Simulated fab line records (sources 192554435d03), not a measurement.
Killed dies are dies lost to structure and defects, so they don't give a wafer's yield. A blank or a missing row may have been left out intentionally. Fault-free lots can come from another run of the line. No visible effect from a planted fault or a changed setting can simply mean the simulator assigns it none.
The tool behind it: which one? + flow n5_finfet + 72 wafers from 24 lots sampled at 6 of the route's 1938 steps

== WHAT EACH GAUGE READ, for each wafer ==
N5_BEOL_M2_CD_MEAS_35: target cd 18 nm, target cd y 22.2 nm. Usual: cd_nm reads 18.2 nm (standard deviation 0.47).
| lot  | measured     | on        | cd_nm (nm)     | flag |
|------|--------------|-----------|----------------|------|
| L074 | day 7 00:18  | cd_sem-01 | 18.8 18.2 19.1 |      |
| L075 | day 7 01:27  | cd_sem-01 | 18.4 18.7 18.3 |      |
| L076 | day 7 08:50  | cd_sem-03 | 17.9 17.6 17.7 |      |
| L078 | day 7 21:16  | cd_sem-01 | 18.1 18.9 18.3 |      |
| L077 | day 7 23:42  | cd_sem-01 | 18.8 17.7 18.4 |      |
| L079 | day 8 03:34  | cd_sem-03 | 17.8 17.4 18.0 |      |
| L081 | day 8 18:38  | cd_sem-01 | 18.1 18.3 18.1 |      |
| L080 | day 9 00:47  | cd_sem-01 | 17.6 18.0 17.9 |      |
| L082 | day 9 01:40  | cd_sem-02 | 17.9 17.6 17.8 |      |
| L083 | day 9 06:26  | cd_sem-01 | 18.3 18.0 18.6 |      |
| L084 | day 9 10:13  | cd_sem-01 | 18.3 17.7 18.2 |      |
| L085 | day 9 16:51  | cd_sem-01 | 17.8 17.5 17.8 |      |
| L087 | day 10 03:26 | cd_sem-01 | 18.7 18.0 19.2 |      |
| L086 | day 10 11:55 | cd_sem-02 | 17.4 18.2 17.6 |      |
| L088 | day 10 16:45 | cd_sem-01 | 18.0 17.3 17.4 |      |
| L090 | day 10 19:59 | cd_sem-01 | 17.5 18.8 19.1 |      |
| L089 | day 10 23:29 | cd_sem-01 | 17.7 17.3 17.6 |      |
| L091 | day 11 08:31 | cd_sem-03 | 18.2 18.6 18.1 |      |
| L093 | day 11 08:59 | cd_sem-02 | 18.3 18.9 18.2 |      |
| L092 | day 12 01:40 | cd_sem-02 | 18.3 17.3 17.6 |      |
| L094 | day 12 08:52 | cd_sem-03 | 17.5 18.2 18.0 |      |
| L095 | day 12 14:53 | cd_sem-01 | 19.1 19.1 18.8 |      |
| L097 | day 12 15:05 | cd_sem-01 | 18.0 17.7 18.3 |      |
| L096 | day 12 19:57 | cd_sem-03 | 18.5 17.9 19.1 |      |

N5_BEOL_M2_INSPECT_59: inspects for defects (darkfield). Usual: raw_defect_count reads 76 (standard deviation 24).
| lot  | measured     | on                | raw_defect_count | flag |
|------|--------------|-------------------|------------------|------|
| L074 | day 7 04:05  | defect_inspect-01 | 45 67 123        |      |
| L075 | day 7 06:57  | defect_inspect-01 | 56 39 73         |      |
| L076 | day 7 13:00  | defect_inspect-01 | 59 76 61         |      |
| L078 | day 8 02:15  | defect_inspect-02 | 62 65 49         |      |
| L077 | day 8 03:52  | defect_inspect-02 | 58 72 56         |      |
| L079 | day 8 08:34  | defect_inspect-02 | 59 58 108        |      |
| L081 | day 8 22:14  | defect_inspect-02 | 127 107 148      |      |
| L080 | day 9 05:15  | defect_inspect-02 | 65 56 58         |      |
| L082 | day 9 07:58  | defect_inspect-02 | 65 74 38         |      |
| L083 | day 9 10:32  | defect_inspect-02 | 86 79 51         |      |
| L084 | day 9 14:17  | defect_inspect-01 | 68 77 86         |      |
| L085 | day 9 22:13  | defect_inspect-01 | 75 65 69         |      |
| L087 | day 10 07:20 | defect_inspect-01 | 54 42 60         |      |
| L086 | day 10 16:00 | defect_inspect-02 | 61 91 68         |      |
| L088 | day 10 20:55 | defect_inspect-02 | 104 72 108       |      |
| L090 | day 10 23:31 | defect_inspect-01 | 92 90 71         |      |
| L089 | day 11 03:23 | defect_inspect-01 | 79 57 86         |      |
| L091 | day 11 12:35 | defect_inspect-01 | 74 66 66         |      |
| L093 | day 11 14:26 | defect_inspect-02 | 64 70 43         |      |
| L092 | day 12 05:35 | defect_inspect-02 | 124 122 155      |      |
| L094 | day 12 14:01 | defect_inspect-01 | 96 74 70         |      |
| L095 | day 12 18:54 | defect_inspect-01 | 72 93 144        |      |
| L097 | day 12 22:07 | defect_inspect-02 | 61 89 78         |      |
| L096 | day 13 00:17 | defect_inspect-02 | 102 120 107      |      |

== WHICH TOOL RAN EACH LOT (tool, then ch and the chambers of the sampled wafers, then the start) ==
| lot  | N5_BEOL_M2_SURFACE_TREAT_85  | N5_BEOL_M2_ANNEAL_80         | N5_BEOL_M2_SPUTTER_81        | N5_BEOL_M2_SPUTTER_94        |
|------|------------------------------|------------------------------|------------------------------|------------------------------|
| L074 | pvd_sputter-01, day 7 00:55  | pvd_sputter-02, day 7 01:26  | pvd_sputter-02, day 7 01:34  | pvd_sputter-02, day 7 02:40  |
| L075 | pvd_sputter-02, day 7 03:52  | pvd_sputter-02, day 7 04:25  | pvd_sputter-02, day 7 04:33  | pvd_sputter-02, day 7 05:39  |
| L076 | pvd_sputter-03, day 7 09:38  | pvd_sputter-03, day 7 10:26  | pvd_sputter-03, day 7 10:35  | pvd_sputter-03, day 7 11:41  |
| L078 | pvd_sputter-03, day 7 23:04  | pvd_sputter-01, day 7 23:41  | pvd_sputter-01, day 7 23:47  | pvd_sputter-01, day 8 00:53  |
| L077 | pvd_sputter-03, day 8 00:30  | pvd_sputter-03, day 8 01:19  | pvd_sputter-03, day 8 01:28  | pvd_sputter-03, day 8 02:34  |
| L079 | pvd_sputter-02, day 8 04:50  | pvd_sputter-01, day 8 05:43  | pvd_sputter-01, day 8 05:50  | pvd_sputter-01, day 8 06:56  |
| L081 | pvd_sputter-03, day 8 19:08  | pvd_sputter-03, day 8 19:43  | pvd_sputter-03, day 8 19:51  | pvd_sputter-03, day 8 20:57  |
| L080 | pvd_sputter-03, day 9 01:23  | pvd_sputter-03, day 9 02:05  | pvd_sputter-03, day 9 02:13  | pvd_sputter-03, day 9 03:19  |
| L082 | pvd_sputter-02, day 9 03:27  | pvd_sputter-02, day 9 03:58  | pvd_sputter-02, day 9 04:07  | pvd_sputter-02, day 9 05:13  |
| L083 | pvd_sputter-01, day 9 07:12  | pvd_sputter-02, day 9 07:57  | pvd_sputter-02, day 9 08:05  | pvd_sputter-02, day 9 09:11  |
| L084 | pvd_sputter-01, day 9 11:09  | pvd_sputter-02, day 9 11:45  | pvd_sputter-02, day 9 11:53  | pvd_sputter-02, day 9 12:59  |
| L085 | pvd_sputter-01, day 9 19:06  | pvd_sputter-03, day 9 19:41  | pvd_sputter-03, day 9 19:50  | pvd_sputter-03, day 9 20:56  |
| L087 | pvd_sputter-01, day 10 04:13 | pvd_sputter-01, day 10 04:47 | pvd_sputter-01, day 10 04:56 | pvd_sputter-01, day 10 06:02 |
| L086 | pvd_sputter-02, day 10 12:24 | pvd_sputter-01, day 10 13:14 | pvd_sputter-01, day 10 13:23 | pvd_sputter-01, day 10 14:29 |
| L088 | pvd_sputter-02, day 10 17:29 | pvd_sputter-03, day 10 18:05 | pvd_sputter-03, day 10 18:14 | pvd_sputter-03, day 10 19:20 |
| L090 | pvd_sputter-02, day 10 20:27 | pvd_sputter-02, day 10 20:58 | pvd_sputter-02, day 10 21:07 | pvd_sputter-02, day 10 22:13 |
| L089 | pvd_sputter-02, day 11 00:16 | pvd_sputter-01, day 11 00:52 | pvd_sputter-01, day 11 01:00 | pvd_sputter-01, day 11 02:06 |
| L091 | pvd_sputter-01, day 11 09:29 | pvd_sputter-01, day 11 10:04 | pvd_sputter-01, day 11 10:12 | pvd_sputter-01, day 11 11:18 |
| L093 | pvd_sputter-03, day 11 10:10 | pvd_sputter-01, day 11 11:54 | pvd_sputter-01, day 11 12:02 | pvd_sputter-01, day 11 13:08 |
| L092 | pvd_sputter-02, day 12 02:22 | pvd_sputter-03, day 12 02:53 | pvd_sputter-03, day 12 03:02 | pvd_sputter-03, day 12 04:08 |
| L094 | pvd_sputter-02, day 12 09:27 | pvd_sputter-03, day 12 11:19 | pvd_sputter-03, day 12 11:27 | pvd_sputter-03, day 12 12:33 |
| L095 | pvd_sputter-02, day 12 15:32 | pvd_sputter-01, day 12 16:22 | pvd_sputter-01, day 12 16:31 | pvd_sputter-01, day 12 17:37 |
| L097 | pvd_sputter-01, day 12 15:38 | pvd_sputter-03, day 12 18:07 | pvd_sputter-03, day 12 18:15 | pvd_sputter-03, day 12 19:21 |
| L096 | pvd_sputter-01, day 12 20:53 | pvd_sputter-01, day 12 21:45 | pvd_sputter-01, day 12 21:53 | pvd_sputter-01, day 12 22:59 |
- N5_BEOL_M2_SURFACE_TREAT_85
- N5_BEOL_M2_ANNEAL_80: time 240 s.
- N5_BEOL_M2_SPUTTER_81: material Cu, target thk 4.5 nm, time 8.29 s.
- N5_BEOL_M2_SPUTTER_94: material Cu, target thk 4.5 nm, time 8.29 s.

== WHAT THE TOOLS THEMSELVES READ (means of the sampled wafers that have a number; where no wafer has one, the mark that the record gives instead) ==
N5_BEOL_M2_ANNEAL_80. Usual: heater_power_w reads 859 W (standard deviation 100).
| lot  | tool           | heater_power_w (W) | flag |
|------|----------------|--------------------|------|
| L074 | pvd_sputter-02 | 864                |      |
| L075 | pvd_sputter-02 | 898                |      |
| L076 | pvd_sputter-03 | 876                |      |
| L078 | pvd_sputter-01 | 897                |      |
| L077 | pvd_sputter-03 | 883                |      |
| L079 | pvd_sputter-01 | 906                |      |
| L081 | pvd_sputter-03 | 858                |      |
| L080 | pvd_sputter-03 | 878                |      |
| L082 | pvd_sputter-02 | 894                |      |
| L083 | pvd_sputter-02 | 765                |      |
| L084 | pvd_sputter-02 | 860                |      |
| L085 | pvd_sputter-03 | 789                |      |
| L087 | pvd_sputter-01 | 843                |      |
| L086 | pvd_sputter-01 | 853                |      |
| L088 | pvd_sputter-03 | 784                |      |
| L090 | pvd_sputter-02 | 907                |      |
| L089 | pvd_sputter-01 | 858                |      |
| L091 | pvd_sputter-01 | 922                |      |
| L093 | pvd_sputter-01 | 907                |      |
| L092 | pvd_sputter-03 | 835                |      |
| L094 | pvd_sputter-03 | 831                |      |
| L095 | pvd_sputter-01 | 858                |      |
| L097 | pvd_sputter-03 | 829                |      |
| L096 | pvd_sputter-01 | 912                |      |

N5_BEOL_M2_SPUTTER_81. Usual: chuck_sensor_temp_C -16.3 C, standard deviation 0.42; throttle_valve_pct 29.6 %, standard deviation 1.3.
| lot  | tool           | chuck_sensor_temp_C (C) | throttle_valve_pct (%) | flag |
|------|----------------|-------------------------|------------------------|------|
| L074 | pvd_sputter-02 | -16.1                   | 28.6                   |      |
| L075 | pvd_sputter-02 | -16.4                   | 29.2                   |      |
| L076 | pvd_sputter-03 | -16.3                   | 31.0                   |      |
| L078 | pvd_sputter-01 | -16.3                   | 28.6                   |      |
| L077 | pvd_sputter-03 | -16.0                   | 31.0                   |      |
| L079 | pvd_sputter-01 | -16.5                   | 28.6                   |      |
| L081 | pvd_sputter-03 | -16.1                   | 30.1                   |      |
| L080 | pvd_sputter-03 | -15.9                   | 30.3                   |      |
| L082 | pvd_sputter-02 | -16.6                   | 29.2                   |      |
| L083 | pvd_sputter-02 | -16.3                   | 29.4                   |      |
| L084 | pvd_sputter-02 | -16.2                   | 28.7                   |      |
| L085 | pvd_sputter-03 | -16.2                   | 28.9                   |      |
| L087 | pvd_sputter-01 | -16.3                   | 29.6                   |      |
| L086 | pvd_sputter-01 | -16.0                   | 29.3                   |      |
| L088 | pvd_sputter-03 | -16.5                   | 29.6                   |      |
| L090 | pvd_sputter-02 | -16.6                   | 29.2                   |      |
| L089 | pvd_sputter-01 | -16.2                   | 29.0                   |      |
| L091 | pvd_sputter-01 | -16.4                   | 28.6                   |      |
| L093 | pvd_sputter-01 | -16.3                   | 28.6                   |      |
| L092 | pvd_sputter-03 | -16.3                   | 29.9                   |      |
| L094 | pvd_sputter-03 | -16.8                   | 30.7                   |      |
| L095 | pvd_sputter-01 | -16.1                   | 29.3                   |      |
| L097 | pvd_sputter-03 | -16.6                   | 30.7                   |      |
| L096 | pvd_sputter-01 | -16.7                   | 29.1                   |      |

N5_BEOL_M2_SPUTTER_94. Usual: chuck_sensor_temp_C -16.3 C, standard deviation 0.42; throttle_valve_pct 29.6 %, standard deviation 1.3.
| lot  | tool           | chuck_sensor_temp_C (C) | throttle_valve_pct (%) | flag |
|------|----------------|-------------------------|------------------------|------|
| L074 | pvd_sputter-02 | -16.2                   | 28.6                   |      |
| L075 | pvd_sputter-02 | -16.6                   | 29.3                   |      |
| L076 | pvd_sputter-03 | -16.3                   | 31.1                   |      |
| L078 | pvd_sputter-01 | -16.4                   | 28.7                   |      |
| L077 | pvd_sputter-03 | -16.0                   | 31.1                   |      |
| L079 | pvd_sputter-01 | -16.4                   | 28.8                   |      |
| L081 | pvd_sputter-03 | -16.1                   | 29.9                   |      |
| L080 | pvd_sputter-03 | -15.8                   | 30.2                   |      |
| L082 | pvd_sputter-02 | -16.7                   | 29.3                   |      |
| L083 | pvd_sputter-02 | -16.2                   | 29.4                   |      |
| L084 | pvd_sputter-02 | -16.3                   | 28.7                   |      |
| L085 | pvd_sputter-03 | -16.2                   | 29.0                   |      |
| L087 | pvd_sputter-01 | -16.3                   | 29.3                   |      |
| L086 | pvd_sputter-01 | -16.0                   | 29.1                   |      |
| L088 | pvd_sputter-03 | -16.3                   | 29.9                   |      |
| L090 | pvd_sputter-02 | -16.5                   | 29.2                   |      |
| L089 | pvd_sputter-01 | -16.1                   | 29.2                   |      |
| L091 | pvd_sputter-01 | -16.3                   | 28.6                   |      |
| L093 | pvd_sputter-01 | -16.5                   | 28.6                   |      |
| L092 | pvd_sputter-03 | -16.3                   | 29.9                   |      |
| L094 | pvd_sputter-03 | -16.7                   | 30.6                   |      |
| L095 | pvd_sputter-01 | -16.1                   | 29.2                   |      |
| L097 | pvd_sputter-03 | -16.5                   | 30.7                   |      |
| L096 | pvd_sputter-01 | -16.7                   | 29.1                   |      |

== THE ANSWER, worked out from the rows above alone ==
Rule: a lot is off if the mean of its wafers that have a number lies more than 3 standard deviations from the usual mean. A lot without any number at a reading at which 4 lots or more have one is off too. The other lots that the step has rows for count as sound. The gauges are gone through in route order, then the tools' own readings, and for those a lot's mean is taken as printed above. The first step at which some lot is off is used, and at that step the reading that is off furthest; a lot without a number counts as furthest.
No lot is off on any of the readings shown, so nothing can be concluded from this.

== WHAT THE SIMULATOR HAD PUT IN ==
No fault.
